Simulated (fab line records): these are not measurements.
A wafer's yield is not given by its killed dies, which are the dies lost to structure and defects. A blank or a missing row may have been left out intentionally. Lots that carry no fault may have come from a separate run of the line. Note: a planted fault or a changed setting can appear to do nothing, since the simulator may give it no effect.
fab line records	flow n5_finfet
[record] lots = 11	wafers = 31	last_day = 21
route steps=1938 shown BEOL_M13@1710 BEOL_M14@1716 PASSIVATION@1936
lots with no fault: from the same line, run without faults
start_h: hours from the record's opening day to when the first of the lot's shown wafers began	wait_h: hours elapsed since this lot's preceding step	" same as the row above	L1.1+2: a single row standing in for several wafers	- no value, or no start was given	* or withheld: withheld	< > ~ a bound
route shown NAME@n: a module of which the file shows steps, and the number in the route of the first	usual: mean/standard deviation taken from wafers without a fault	same: alike in all rows	chamber/n: place in a boat	sites: per-site readings	_std_site: the values' standard deviation	_edge_site: mean of outer sites minus mean of inner sites	radius_mm: how far each site lies from the wafer's centre	mask NAME#n: copy n	behind: the tool/chamber that last shaped the wafer	hold: what put the lot on hold/how long, in hours/how the hold closed	device: names the non-switching transistor (n, p or np)	end of line: the tests these same wafers got at the end of their route	step lacking rows: just its recipe	killed: at the first sort, the dies lost to defects and structure; wafer yield is something else	map: the dies of a wafer, with x for killed, . for not killed, _ for no die there
set.NAME: the setting the step ran with; set.NAME@STEP: the setting that earlier step ran with	model.NAME: the simulator's own value behind a step, which no gauge read
steps of the route over a sample of lots; a table a step, a row a wafer
services: a tool's chamber out of use, with start hour (start_h, from the record's first day; less than 0 if before it), hours out, and reason
[[steps]]
[step N5_BEOL_M13_CMP_49]
[recipe] stop_on = SiOC	t_overpolish_s = 17.1	down_force_psi = 1	platen_rpm = 50	clearing_platen_down_force_psi = 1.5	clearing_platen_rpm = 50	post_cmp_clean = cu_alkaline	target_thk_nm = 420	clearing_platen_pad_velocity_m_s = 0.99484	pad_velocity_m_s = 0.99484
[usual] barrier_field_endpoint_s = 30.0/0.94	edge_zone_pressure_frac = 0.999/0.0045	motor_current_A = 6.3/0.48	overpolish_run_s = 17.099/0.0085	platen_rpm = 49.99/0.035
lot.wafer	tool	chamber	start_h	wait_h	barrier_field_endpoint_s	edge_zone_pressure_frac	motor_current_A	overpolish_run_s	platen_rpm
L111.4	cmp-02	0	287.23	0.1	30.5	1.000	5.8	17.081	49.94
L111.1	"	1	"	"	31.5	0.995	6.3	17.096	50.06
L111.2	"	3	"	"	30.1	1.000	7.2	17.099	49.97
L112.4	cmp-02	3	298.90	0.1	30.9	0.994	6.8	17.102	49.97
L112.1	"	2	"	"	28.8	0.994	6.0	17.114	50.00
L112.6	"	3	"	"	30.9	0.991	7.1	17.114	49.92
L115.3	cmp-03	2	302.07	0.2	30.6	0.997	6.8	17.111	49.98
L115.2	"	0	"	"	28.2	1.000	6.2	17.093	50.04
L115.6	"	2	"	"	30.2	1.002	6.8	17.089	49.98
L121.3	cmp-02	0	372.02	0.2	29.9	1.000	5.3	17.098	50.03
L121.5	"	0	"	"	31.0	1.003	5.4	17.102	50.02
L123.4	cmp-03	0	376.34	0.1	28.4	1.005	6.0	17.097	50.09
L123.1	"	2	"	"	30.5	1.007	6.9	17.100	49.95
L123.2	"	3	"	"	29.6	0.999	6.2	17.101	49.99
L122.1	cmp-02	2	379.35	0.3	30.6	1.000	6.4	17.091	49.93
L122.4	"	3	"	"	30.8	0.998	7.4	17.091	50.01
L122.6	"	0	"	"	31.6	0.988	5.8	17.105	49.98
L127.4	cmp-01	0	419.25	0.1	30.9	0.996	5.6	17.113	49.99
L127.1	"	2	"	"	30.5	0.996	6.8	17.102	50.02
L126.4	cmp-03	1	427.39	0.1	29.4	1.003	6.3	17.099	49.93
L126.3	"	3	"	"	29.8	1.008	6.3	17.104	50.05
L126.6	"	2	"	"	31.1	0.997	6.9	17.095	50.00
L129.1	cmp-03	1	432.79	0.3	29.9	1.004	6.0	17.092	50.00
L129.3	"	2	"	"	30.1	0.998	6.9	17.096	50.02
L129.5	"	0	"	"	29.2	0.993	6.3	17.104	49.91
L128.3	cmp-01	2	442.62	0.2	29.6	1.000	7.0	17.092	49.94
L128.1	"	1	"	"	29.0	1.003	5.7	17.106	50.01
L128.6	"	2	"	"	30.0	0.996	7.1	17.113	50.00
L130.1	cmp-01	3	464.10	0.3	29.0	0.999	6.9	17.096	49.91
L130.4	"	2	"	"	30.0	0.999	7.2	17.115	49.98
L130.5	"	0	"	"	30.2	1.008	5.8	17.102	50.04
[step N5_BEOL_M13_DEP_53]
[recipe] material = SiCN	target_thk_a = 500	temp_c = withheld	precursor = 3MS/NH3	pressure_torr = 3	rf_w = 675	time_s = 17.8
[usual] showerhead_plenum_p_Torr = 4.159/0.021	throttle_valve_pct = 17.9/0.88
lot.wafer	tool	chamber	start_h	wait_h	showerhead_plenum_p_Torr	throttle_valve_pct
L111.1	pecvd-01	2	287.58	0.0	4.149	16.5
L111.2	"	0	"	"	4.129	19.0
L111.4	"	0	"	"	4.129	19.3
L112.1	pecvd-01	2	299.26	0.0	4.145	16.7
L112.4	"	1	"	"	4.203	18.0
L112.6	"	2	"	"	4.159	16.4
L115.2	pecvd-02	0	302.39	0.0	4.167	19.0
L115.3	"	2	"	"	4.173	17.6
L115.6	"	1	"	"	4.152	17.5
L121.3	pecvd-02	2	372.38	0.0	4.164	18.0
L121.5	"	1	"	"	4.163	17.4
L123.1	pecvd-02	1	376.70	0.0	4.157	17.5
L123.2	"	2	"	"	4.170	17.9
L123.4	"	0	"	"	4.166	19.0
L122.1	pecvd-02	2	379.64	0.0	4.165	17.7
L122.4	"	0	"	"	4.171	19.0
L122.6	"	2	"	"	4.164	17.8
L127.1	pecvd-04	0	419.61	0.0	4.143	18.5
L127.4	"	1	"	"	4.160	18.4
L126.3	pecvd-02	1	427.75	0.0	4.161	17.5
L126.4	"	0	"	"	4.165	19.1
L126.6	"	2	"	"	4.174	17.9
L129.1	pecvd-04	2	433.08	0.0	4.183	18.0
L129.3	"	0	"	"	4.139	18.4
L129.5	"	1	"	"	4.161	18.5
L128.1	pecvd-01	1	442.97	0.0	4.188	16.2
L128.3	"	0	"	"	4.121	19.1
L128.6	"	0	"	"	4.118	19.5
L130.1	pecvd-04	2	464.47	0.0	4.186	18.0
L130.4	"	1	"	"	4.158	18.2
L130.5	"	1	"	"	4.160	18.3
[step N5_BEOL_M14_ILD_DEP_00]
[recipe] material = SiO2	target_thk_a = 11193	temp_c = 400	precursor = TEOS/O2	pressure_torr = 6.5	rf_w = 900	teos_flow_sccm = 161.4	gas = O2	flow_sccm = 2650	time_s = 237.4
[usual] heater_power_w = 519/110	showerhead_plenum_p_Torr = 8.340/0.019	throttle_valve_pct = 18.0/1.3
lot.wafer	tool	chamber	start_h	wait_h	heater_power_w	showerhead_plenum_p_Torr	throttle_valve_pct
L111.1	pecvd-03	2	287.71	0.0	527	8.355	16.4
L111.2	"	1	"	"	379	8.323	20.0
L111.4	"	1	"	"	417	8.329	19.6
L112.1	pecvd-03	0	299.39	0.0	623	8.347	17.1
L112.4	"	2	"	"	462	8.346	16.2
L112.6	"	0	"	"	503	8.357	17.0
L115.2	pecvd-03	0	302.52	0.0	669	8.357	17.0
L115.3	"	2	"	"	570	8.333	16.2
L115.6	"	1	"	"	387	8.339	19.7
L121.3	pecvd-04	1	372.51	0.0	423	8.340	18.7
L121.5	"	0	"	"	761	8.314	19.1
L123.1	pecvd-03	2	376.83	0.0	536	8.350	16.5
L123.2	"	1	"	"	385	8.325	19.5
L123.4	"	0	"	"	609	8.357	17.1
L122.1	pecvd-03	0	379.78	0.0	657	8.340	17.2
L122.4	"	0	"	"	509	8.335	17.1
L122.6	"	2	"	"	578	8.322	16.6
L127.1	pecvd-02	1	419.74	0.0	634	8.353	17.7
L127.4	"	1	"	"	522	8.339	17.9
L126.3	pecvd-03	2	427.88	0.0	579	8.355	16.5
L126.4	"	0	"	"	649	8.369	16.8
L126.6	"	1	"	"	401	8.297	19.8
L129.1	pecvd-03	0	433.20	0.0	567	8.358	17.1
L129.3	"	2	"	"	549	8.327	16.7
L129.5	"	2	"	"	590	8.354	16.8
L128.1	pecvd-03	2	443.10	0.0	546	8.334	16.8
L128.3	"	0	"	"	595	8.330	17.1
L128.6	"	1	"	"	424	8.310	19.8
L130.1	pecvd-03	1	464.62	0.0	394	8.330	19.6
L130.4	"	2	"	"	460	8.353	16.9
L130.5	"	0	"	"	604	8.342	17.3
[step N5_BEOL_M14_THK_MEAS_01]
[recipe] reads = SiO2_of_BEOL_M14_ILD_DEP_00
[usual] M14_ILD_THK = 1120/18
lot.wafer	tool	chamber	start_h	wait_h	M14_ILD_THK[nm]
L111.1	film_metro-01	-	287.90	0.1	1564
L111.2	"	-	"	"	1096
L111.4	"	-	"	"	1121
L112.1	film_metro-02	-	299.59	0.1	1562
L112.4	"	-	"	"	1134
L112.6	"	-	"	"	1146
L115.2	film_metro-02	-	302.71	0.1	1123
L115.3	"	-	"	"	1568
L115.6	"	-	"	"	1113
L121.3	film_metro-01	-	372.70	0.1	1081
L121.5	"	-	"	"	1132
L123.1	film_metro-01	-	377.01	0.1	1112
L123.2	"	-	"	"	1100
L123.4	"	-	"	"	1141
L122.1	film_metro-01	-	379.97	0.1	1100
L122.4	"	-	"	"	1124
L122.6	"	-	"	"	1111
L127.1	film_metro-01	-	420.00	0.2	1129
L127.4	"	-	"	"	1139
L126.3	film_metro-02	-	428.07	0.1	1104
L126.4	"	-	"	"	1122
L126.6	"	-	"	"	1109
L129.1	film_metro-02	-	433.39	0.1	1115
L129.3	"	-	"	"	1107
L129.5	"	-	"	"	1119
L128.1	film_metro-01	-	443.29	0.1	1108
L128.3	"	-	"	"	1121
L128.6	"	-	"	"	1108
L130.1	film_metro-02	-	464.80	0.1	1099
L130.4	"	-	"	"	1125
L130.5	"	-	"	"	1122
[step N5_BEOL_M14_CD_MEAS_10]
[recipe] target_cd_nm = 250	landing_energy_ev = 500	detector = se_inlens	polarity = opening
[usual] cd_nm = 250.8/2.4
lot.wafer	tool	chamber	start_h	wait_h	cd_nm
L111.1	cd_sem-02	0	288.34	-	256.9
L111.2	"	0	"	"	254.4
L111.4	"	0	"	"	256.2
L112.1	cd_sem-02	0	300.02	-	252.7
L112.4	"	0	"	"	255.9
L112.6	"	0	"	"	253.9
L115.2	cd_sem-02	0	303.02	-	252.3
L115.3	"	0	"	"	251.1
L115.6	"	0	"	"	254.2
L121.3	cd_sem-01	0	373.01	-	249.4
L121.5	"	0	"	"	247.9
L123.1	cd_sem-01	0	377.48	-	251.0
L123.2	"	0	"	"	247.8
L123.4	"	0	"	"	251.6
L122.1	cd_sem-01	0	380.27	-	249.1
L122.4	"	0	"	"	250.9
L122.6	"	0	"	"	251.3
L127.1	cd_sem-03	0	420.44	-	248.8
L127.4	"	0	"	"	251.1
L126.3	cd_sem-02	0	428.50	-	249.1
L126.4	"	0	"	"	253.5
L126.6	"	0	"	"	247.9
L129.1	cd_sem-03	0	433.83	-	253.3
L129.3	"	0	"	"	249.8
L129.5	"	0	"	"	254.4
L128.1	cd_sem-03	0	443.72	-	249.6
L128.3	"	0	"	"	249.5
L128.6	"	0	"	"	248.6
L130.1	cd_sem-03	0	465.24	-	250.4
L130.4	"	0	"	"	250.0
L130.5	"	0	"	"	250.8
[step N5_PASSIVATION_PROBE_49]
[usual] defect_limited_yield = 91.2/1.5	killed_at_M0_to_M3 = 35/12	killed_at_M4_up = 14/5.1	killed_at_contacts = 13/6	killed_at_front_end = 38/12	killed_at_other = 4/3.5	killed_dies = 104/18	killed_open = 68/13	killed_short = 33/8.1	sort_bin_4_leakage = 0.00/0.044	sort_bin_5_function = 5.2/1	sort_bin_6_memory = 3.2/0.69	sort_bin_8_speed = 0.01/0.051	sort_n_pass = 1076/18	sort_yield_pct = 91.2/1.5
[same] gross_dies = 1180	killed_at_back_side = 0
lot.wafer	tool	chamber	start_h	wait_h	defect_limited_yield[%]	killed_at_M0_to_M3	killed_at_M4_up	killed_at_contacts	killed_at_front_end	killed_at_other	killed_dies	killed_open	killed_short	sort_bin_4_leakage[%]	sort_bin_5_function[%]	sort_bin_6_memory[%]	sort_bin_8_speed[%]	sort_n_pass	sort_yield_pct[%]
L111.1	prober-01	-	329.35	0.0	90.4	25	14	28	30	16	113	72	41	0	5.4	3.9	0	1067	90.4
L111.2	prober-01	-	329.40	0.1	91.4	37	7	19	32	6	101	62	38	0	4.7	3.5	0	1079	91.4
L111.4	prober-01	-	329.50	0.2	92.4	25	10	12	42	1	90	62	28	0	4.9	2.4	0	1090	92.4
L112.1	prober-01	-	331.33	0.0	87.3	52	20	16	60	2	150	103	47	0	8.3	4.1	0	1030	87.3
L112.4	prober-01	-	331.48	0.2	89.4	49	6	20	46	4	125	79	38	0.51	5.8	3.6	0	1049	88.9
L112.6	prober-01	-	331.58	0.3	87.5	50	9	22	58	8	147	99	33	0	8.2	4.1	0	1033	87.5
L115.2	prober-01	-	332.50	0.1	89.2	42	10	28	45	3	128	81	37	0	6.9	3.1	0	1052	89.2
L115.3	prober-01	-	332.55	0.1	92.6	43	9	11	21	3	87	55	32	0	4.7	2.5	0	1093	92.6
L115.6	prober-01	-	332.70	0.3	91.9	41	10	12	23	9	95	60	31	0	4.5	3.2	0	1085	91.9
L121.3	prober-02	-	403.32	0.1	91.4	57	9	11	20	5	102	62	40	0	5.3	2.9	0	1078	91.4
L121.5	prober-02	-	403.42	0.2	92.1	54	11	8	15	5	93	56	36	0	4.1	3.5	0	1087	92.1
L123.1	prober-01	-	403.99	0.0	90.7	26	23	11	48	2	110	72	36	0	5.8	2.8	0.08	1070	90.7
L123.2	prober-01	-	404.04	0.1	90.8	33	14	11	49	2	109	59	50	0	5.3	3.4	0	1071	90.8
L123.4	prober-01	-	404.14	0.2	87.5	50	20	13	58	7	148	87	61	0	6.8	5.3	0	1032	87.5
L122.1	prober-02	-	409.58	0.0	92.9	36	11	8	28	1	84	64	16	0	4.0	2.9	0	1096	92.9
L122.4	prober-02	-	409.73	0.2	92.3	23	12	9	47	0	91	59	31	0	4.7	2.7	0	1089	92.3
L122.6	prober-02	-	409.83	0.3	92.5	32	7	4	46	0	89	60	26	0	3.6	3.3	0	1091	92.5
L127.1	prober-02	-	453.21	0.0	89.9	32	18	19	42	8	119	89	30	0	5.9	4.0	0	1061	89.9
L127.4	prober-02	-	453.36	0.2	88.5	49	12	23	48	4	136	100	36	0	7.1	4.2	0	1044	88.5
L126.3	prober-02	-	460.80	0.1	92.9	21	8	16	37	2	84	53	24	0	4.5	2.5	0	1096	92.9
L126.4	prober-02	-	460.85	0.2	90.4	40	20	11	41	1	113	74	34	0	4.3	4.7	0	1067	90.4
L126.6	prober-02	-	460.95	0.3	92.5	41	9	5	31	2	88	46	42	0	4.4	2.6	0	1092	92.5
L129.1	prober-02	-	461.33	0.0	91.1	38	17	22	28	0	105	69	32	0	6.4	2.4	0	1075	91.1
L129.3	prober-02	-	461.43	0.1	89.9	26	17	28	47	1	119	77	31	0	5.3	3.6	0	1061	89.9
L129.5	prober-02	-	461.53	0.2	90.7	39	12	23	34	2	110	77	26	0	5.1	3.6	0	1070	90.7
L128.1	prober-02	-	468.82	0.0	93.0	29	16	8	29	1	83	58	24	0	4.4	2.5	0	1097	93.0
L128.3	prober-02	-	468.92	0.1	92.9	36	25	5	16	2	84	64	20	0	4.2	2.7	0	1096	92.9
L128.6	prober-02	-	469.07	0.3	91.2	46	15	7	36	0	104	64	34	0	4.8	3.1	0.08	1076	91.2
L130.1	prober-02	-	500.25	0.0	89.7	37	15	6	48	16	122	69	47	0	6.2	3.8	0	1058	89.7
L130.4	prober-02	-	500.40	0.2	90.3	39	12	15	39	9	114	66	44	0	5.8	3.3	0	1066	90.3
L130.5	prober-02	-	500.45	0.2	90.1	31	6	24	43	13	117	78	34	0	6.1	3.0	0	1063	90.1
// killed by level:class
L111.1 MOL_CONTACT_COAG:geometric_particle:open=20 BEOL_M1:geometric_particle:open=10 STI_FIN_REVEAL:geometric_particle:open=8 MOL_CONTACT_COAG:geometric_particle:short=8 FIN_SAQP:geometric_particle:open=4 STARTING-WAFER:geometric_particle:short=4 BEOL_M3:geometric_particle:open=4 BEOL_M4:geometric_particle:open=4
L111.2 MOL_CONTACT_COAG:geometric_particle:open=17 BEOL_M3:geometric_particle:open=10 BEOL_M0_SAQP:geometric_particle:short=7 FIN_SAQP:geometric_particle:short=6 BEOL_M0_SAQP:geometric_particle:open=6 GATE_CUT:geometric_particle:short=5 BEOL_M3:geometric_particle:short=5 STI_FIN_REVEAL:geometric_particle:open=4
L111.4 BEOL_M3:geometric_particle:open=11 MOL_CONTACT_COAG:geometric_particle:open=10 STI_FIN_REVEAL:geometric_particle:open=9 GATE_CUT:geometric_particle:short=6 DUMMY_GATE:geometric_particle:open=5 BEOL_M0_SAQP:geometric_particle:open=5 FIN_SAQP:geometric_particle:short=4 GATE_CUT:geometric_particle:open=4
L112.1 STI_FIN_REVEAL:geometric_particle:open=24 BEOL_M1:geometric_particle:open=15 FIN_SAQP:geometric_particle:short=12 MOL_CONTACT_COAG:geometric_particle:open=12 BEOL_M3:geometric_particle:open=11 BEOL_M4:geometric_particle:open=8 BEOL_M0_SAQP:geometric_particle:open=7 STI_FIN_REVEAL:geometric_particle:short=5
L112.4 MOL_CONTACT_COAG:geometric_particle:open=14 BEOL_M2:geometric_particle:open=13 STI_FIN_REVEAL:geometric_particle:open=13 FIN_SAQP:geometric_particle:short=11 BEOL_M1:geometric_particle:open=9 HKMG_FIN:area_etch=8 BEOL_M0_SAQP:geometric_particle:short=7 BEOL_M3:geometric_particle:open=7
L112.6 STI_FIN_REVEAL:geometric_particle:open=24 MOL_CONTACT_COAG:geometric_particle:open=18 FIN_CUT:area_etch=14 BEOL_M2:geometric_particle:open=11 BEOL_M3:geometric_particle:open=11 BEOL_M1:geometric_particle:open=8 BEOL_M1:geometric_particle:short=7 BEOL_M0_SAQP:geometric_particle:open=6
L115.2 MOL_CONTACT_COAG:geometric_particle:open=23 BEOL_M0_SAQP:geometric_particle:short=9 BEOL_M3:geometric_particle:open=8 HKMG_FIN:area_etch=8 FIN_SAQP:geometric_particle:open=7 BEOL_M0_SAQP:geometric_particle:open=6 ILD0:geometric_particle:open=5 GATE_CUT:geometric_particle:short=5
L115.3 BEOL_M0_SAQP:geometric_particle:open=12 BEOL_M1:geometric_particle:open=9 BEOL_M2:geometric_particle:open=9 BEOL_M0_SAQP:geometric_particle:short=8 MOL_CONTACT_COAG:geometric_particle:open=7 BEOL_M4:geometric_particle:open=5 FIN_SAQP:geometric_particle:short=4 MOL_CONTACT_COAG:geometric_particle:short=4
L115.6 BEOL_M0_SAQP:geometric_particle:open=13 MOL_CONTACT_COAG:geometric_particle:open=12 BEOL_M2:geometric_particle:open=9 BEOL_M0_SAQP:geometric_particle:short=8 BEOL_M4:geometric_particle:open=6 DUMMY_GATE:geometric_particle:open=4 BEOL_M1:geometric_particle:open=4 FIN_SAQP:geometric_particle:short=3
L121.3 BEOL_M1:geometric_particle:short=13 BEOL_M1:geometric_particle:open=9 MOL_CONTACT_COAG:geometric_particle:open=9 FIN_SAQP:geometric_particle:short=8 BEOL_M2:geometric_particle:open=8 BEOL_M3:geometric_particle:open=8 BEOL_M0_SAQP:geometric_particle:open=6 BEOL_M0:geometric_particle:open=6
L121.5 BEOL_M3:geometric_particle:open=13 BEOL_M2:geometric_particle:open=13 BEOL_M0_SAQP:geometric_particle:short=9 FIN_SAQP:geometric_particle:short=7 MOL_CONTACT_COAG:geometric_particle:open=5 BEOL_M0_SAQP:geometric_particle:open=5 STI_FIN_REVEAL:geometric_particle:open=4 BEOL_M0:geometric_particle:open=4
L123.1 STI_FIN_REVEAL:geometric_particle:open=16 BEOL_M4:geometric_particle:open=12 MOL_CONTACT_COAG:geometric_particle:open=8 BEOL_M0_SAQP:geometric_particle:short=6 STI_FIN_REVEAL:geometric_particle:short=5 GATE_CUT:geometric_particle:short=5 FIN_SAQP:geometric_particle:short=4 FIN_SAQP:geometric_particle:open=4
L123.2 FIN_SAQP:geometric_particle:short=11 BEOL_M0_SAQP:geometric_particle:short=11 FIN_SAQP:geometric_particle:open=8 MOL_CONTACT_COAG:geometric_particle:open=7 STI_FIN_REVEAL:geometric_particle:open=6 GATE_CUT:geometric_particle:short=6 BEOL_M0_SAQP:geometric_particle:open=6 BEOL_M3:geometric_particle:open=5
L123.4 BEOL_M0_SAQP:geometric_particle:short=19 BEOL_M0_SAQP:geometric_particle:open=14 FIN_SAQP:geometric_particle:open=12 MOL_CONTACT_COAG:geometric_particle:open=12 BEOL_M4:geometric_particle:open=10 FIN_SAQP:geometric_particle:short=9 DUMMY_GATE:geometric_particle:open=6 GATE_CUT:geometric_particle:short=5
L122.1 STI_FIN_REVEAL:geometric_particle:open=9 BEOL_M3:geometric_particle:open=8 MOL_CONTACT_COAG:geometric_particle:open=7 BEOL_M1:geometric_particle:open=6 BEOL_M0_SAQP:geometric_particle:short=5 BEOL_M0_SAQP:geometric_particle:open=5 BEOL_M2:geometric_particle:open=5 BEOL_M4:geometric_particle:open=5
L122.4 STI_FIN_REVEAL:geometric_particle:open=12 GATE_CUT:geometric_particle:short=9 MOL_CONTACT_COAG:geometric_particle:open=8 FIN_SAQP:geometric_particle:short=6 BEOL_M3:geometric_particle:open=6 BEOL_M1:geometric_particle:open=6 GATE_CUT:geometric_particle:open=5 DUMMY_GATE:geometric_particle:open=4
L122.6 STI_FIN_REVEAL:geometric_particle:open=10 GATE_CUT:geometric_particle:open=10 BEOL_M1:geometric_particle:open=9 DUMMY_GATE:geometric_particle:open=8 BEOL_M2:geometric_particle:open=6 BEOL_M0_SAQP:geometric_particle:open=5 GATE_CUT:geometric_particle:short=4 MOL_CONTACT_COAG:geometric_particle:open=4
L127.1 MOL_CONTACT_COAG:geometric_particle:open=14 STI_FIN_REVEAL:geometric_particle:open=12 BEOL_M3:geometric_particle:open=11 FIN_SAQP:geometric_particle:open=10 BEOL_M4:geometric_particle:open=9 BEOL_M0_SAQP:geometric_particle:open=6 MOL_CONTACT_COAG:geometric_particle:short=5 BEOL_M4:geometric_particle:short=5
L127.4 MOL_CONTACT_COAG:geometric_particle:open=19 FIN_SAQP:geometric_particle:open=15 BEOL_M0:geometric_particle:open=12 BEOL_M3:geometric_particle:open=12 BEOL_M1:geometric_particle:open=8 STI_FIN_REVEAL:geometric_particle:open=7 FIN_SAQP:geometric_particle:short=6 BEOL_M0_SAQP:geometric_particle:open=6
L126.3 MOL_CONTACT_COAG:geometric_particle:open=15 FIN_SAQP:geometric_particle:short=7 FIN_CUT:area_etch=7 STI_FIN_REVEAL:geometric_particle:open=5 BEOL_M0_SAQP:geometric_particle:short=4 BEOL_M1:geometric_particle:open=4 BEOL_M2:geometric_particle:open=4 DUMMY_GATE:geometric_particle:open=3
L126.4 BEOL_M0_SAQP:geometric_particle:open=12 BEOL_M3:geometric_particle:open=10 MOL_CONTACT_COAG:geometric_particle:open=9 BEOL_M4:geometric_particle:open=9 BEOL_M0_SAQP:geometric_particle:short=8 FIN_SAQP:geometric_particle:open=7 GATE_CUT:geometric_particle:short=7 STI_FIN_REVEAL:geometric_particle:open=6
L126.6 FIN_SAQP:geometric_particle:short=12 BEOL_M0_SAQP:geometric_particle:short=10 BEOL_M2:geometric_particle:open=7 BEOL_M3:geometric_particle:open=6 GATE_CUT:geometric_particle:short=5 FIN_SAQP:geometric_particle:open=4 MOL_CONTACT_COAG:geometric_particle:open=4 BEOL_M0_SAQP:geometric_particle:open=4
L129.1 MOL_CONTACT_COAG:geometric_particle:open=20 BEOL_M0_SAQP:geometric_particle:open=10 BEOL_M4:geometric_particle:open=8 BEOL_M2:geometric_particle:open=7 BEOL_M0:geometric_particle:short=6 BEOL_M0_SAQP:geometric_particle:short=5 BEOL_M5:geometric_particle:open=5 STI_FIN_REVEAL:geometric_particle:open=4
L129.3 MOL_CONTACT_COAG:geometric_particle:open=24 STI_FIN_REVEAL:geometric_particle:open=16 HKMG_FIN:area_etch=9 BEOL_M4:geometric_particle:open=7 BEOL_M0_SAQP:geometric_particle:short=5 BEOL_M3:geometric_particle:open=5 GATE_CUT:geometric_particle:short=4 MOL_CONTACT_COAG:geometric_particle:short=4
L129.5 MOL_CONTACT_COAG:geometric_particle:open=18 BEOL_M0_SAQP:geometric_particle:open=11 BEOL_M3:geometric_particle:open=7 BEOL_M1:geometric_particle:open=7 STI_FIN_REVEAL:geometric_particle:open=6 BEOL_M4:geometric_particle:open=6 HKMG_FIN:area_etch=6 STARTING-WAFER:geometric_particle:short=5
L128.1 FIN_SAQP:geometric_particle:open=8 STI_FIN_REVEAL:geometric_particle:open=7 MOL_CONTACT_COAG:geometric_particle:open=7 BEOL_M0_SAQP:geometric_particle:open=6 FIN_SAQP:geometric_particle:short=5 BEOL_M3:geometric_particle:open=5 BEOL_M2:geometric_particle:open=4 BEOL_M4:geometric_particle:open=4
L128.3 BEOL_M0_SAQP:geometric_particle:open=9 BEOL_M4:geometric_particle:open=8 BEOL_M2:geometric_particle:open=7 BEOL_M5:geometric_particle:open=6 BEOL_M3:geometric_particle:open=5 BEOL_M0_SAQP:geometric_particle:short=5 FIN_SAQP:geometric_particle:open=4 MOL_CONTACT_COAG:geometric_particle:open=4
L128.6 BEOL_M0_SAQP:geometric_particle:open=9 BEOL_M1:geometric_particle:open=9 GATE_CUT:geometric_particle:short=7 MOL_CONTACT_COAG:geometric_particle:open=7 DUMMY_GATE:geometric_particle:open=6 BEOL_M2:geometric_particle:open=6 BEOL_M3:geometric_particle:open=6 BEOL_M4:geometric_particle:open=6
L130.1 FIN_SAQP:geometric_particle:open=12 BEOL_M1:geometric_particle:open=9 FIN_SAQP:geometric_particle:short=8 GATE_CUT:geometric_particle:short=8 BEOL_M0_SAQP:geometric_particle:open=8 BEOL_M3:geometric_particle:open=7 BEOL_M0_SAQP:geometric_particle:short=6 STI_FIN_REVEAL:geometric_particle:open=5
L130.4 MOL_CONTACT_COAG:geometric_particle:open=11 BEOL_M1:geometric_particle:open=11 FIN_SAQP:geometric_particle:open=9 FIN_SAQP:geometric_particle:short=8 BEOL_M3:geometric_particle:open=8 BEOL_M0_SAQP:geometric_particle:short=6 BEOL_M1:geometric_particle:short=6 STI_FIN_REVEAL:geometric_particle:open=5
L130.5 MOL_CONTACT_COAG:geometric_particle:open=18 BEOL_M3:geometric_particle:open=9 FIN_SAQP:geometric_particle:open=8 BEOL_M2:geometric_particle:open=8 STI_FIN_REVEAL:geometric_particle:open=7 GATE_CUT:geometric_particle:short=7 MOL_CONTACT_COAG:geometric_particle:short=6 BEOL_M0_SAQP:geometric_particle:open=6
[[services]]
tool	chamber	start_h	hours	kind
pecvd-03	0	263.41	5.0	scheduled_down
cmp-01	-	282.78	5.0	pm
cmp-02	-	307.69	3.9	repair
cmp-03	-	310.79	1.7	repair
cmp-02	-	320.80	3.0	repair
pecvd-03	0	340.42	5.5	scheduled_down
pecvd-01	-	341.21	14.6	pm
cmp-01	-	351.26	0.9	repair
cmp-02	-	351.38	0.5	repair
cmp-02	-	360.10	5.0	pm
cmp-02	-	365.98	4.0	pm
cmp-01	-	372.25	5.1	repair
cmp-03	-	384.19	1.1	repair
cmp-01	-	388.40	1.6	repair
pecvd-03	-	404.28	1.3	repair
cmp-01	-	410.87	4.0	pm
cmp-02	-	415.28	4.9	repair
pecvd-03	1	420.74	2.1	scheduled_down
cmp-02	-	423.72	0.2	repair
cmp-03	-	424.07	0.6	repair
cmp-03	-	433.35	5.4	repair
cmp-02	-	440.85	9.8	pm
cmp-03	-	447.04	1.1	repair
pecvd-04	0	457.24	7.5	repair
[[key]]
[first_sign] step = N5_BEOL_M14_THK_MEAS_01	reading = M14_ILD_THK	direction = up	sigmas = 25	usual = 1120	struck = 1565
effect none on later readings
met_at N5_BEOL_M14_ILD_DEP_00
struck_lots L111,L112,L115
struck_wafers L111.1,L112.1,L115.3
[baseline_loss] step = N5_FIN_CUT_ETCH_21	wafers = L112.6
not_acting_at N5_BEOL_M13_CMP_49,N5_BEOL_M13_DEP_53,N5_BEOL_M14_CD_MEAS_10
[fault] kind = process_parameter_drift	tool = pecvd-03	chamber = -	onset_h = 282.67	steps = N5_BEOL_M14_ILD_DEP_00	channel = target_thk_a	offset = *	shape = step	end_h = 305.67	scope = struck_wafers_only	acts_in = *	stated = *
// baseline_loss: these wafers lose ten dies or more at that step, a loss of the line's own and not of a fault; the sort's usual values leave them out
